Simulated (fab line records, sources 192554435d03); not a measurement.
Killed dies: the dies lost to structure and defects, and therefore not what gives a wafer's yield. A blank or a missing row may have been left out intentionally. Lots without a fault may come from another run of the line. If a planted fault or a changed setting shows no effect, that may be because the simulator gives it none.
Matching of chambers    flow n5 finfet    rie diel-06 running N5_BEOL_M4_STRIP_36: 4 sister chambers
The step strips in N2/H2. 4 wafers are shown with their chamber, then 9 later ones without.

WAFERS PAIRED WITH THEIR CHAMBERS
wafer   chamber  drypump motor current A (A)
L084.1  0        5.0
L088.2  1        5.4
L088.3  3        6.4
L088.5  2        5.7

WAFERS WITH NO CHAMBER GIVEN
wafer   drypump motor current A (A)
L094.3  5.6
L094.4  5.4
L094.5  5.4
L096.1  5.7
L096.2  5.1
L096.5  5.6
L097.1  5.4
L097.2  5.6
L097.5  5.0

CHAMBER TAKEN BY EACH
wafer   from the rows above      in truth
L094.3  can't be placed: 2 or 1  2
L094.4  1                        1
L094.5  1                        1
L096.1  2                        2
L096.2  0                        0
L096.5  can't be placed: 2 or 1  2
L097.1  1                        1
L097.2  can't be placed: 2 or 1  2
L097.5  0                        0
6 of 9 placed correctly. From these rows, 3 cannot be placed; in 3 the true chamber is one of the candidates. Number placed wrongly: 0.
How it was worked out, from the rows above alone: a wafer's distance from a chamber is the root of the sum, over the readings, of the square of ((its reading less the chamber's mean) divided by the reading's scatter). The wafer belongs to the nearest chamber; if the next one is less than 2 further off, it can't be placed. A chamber's mean is the mean of its shown wafers. The scatter: with one shown wafer a chamber, the root of the mean of the squares of how far each hidden wafer lies from its nearest shown one.
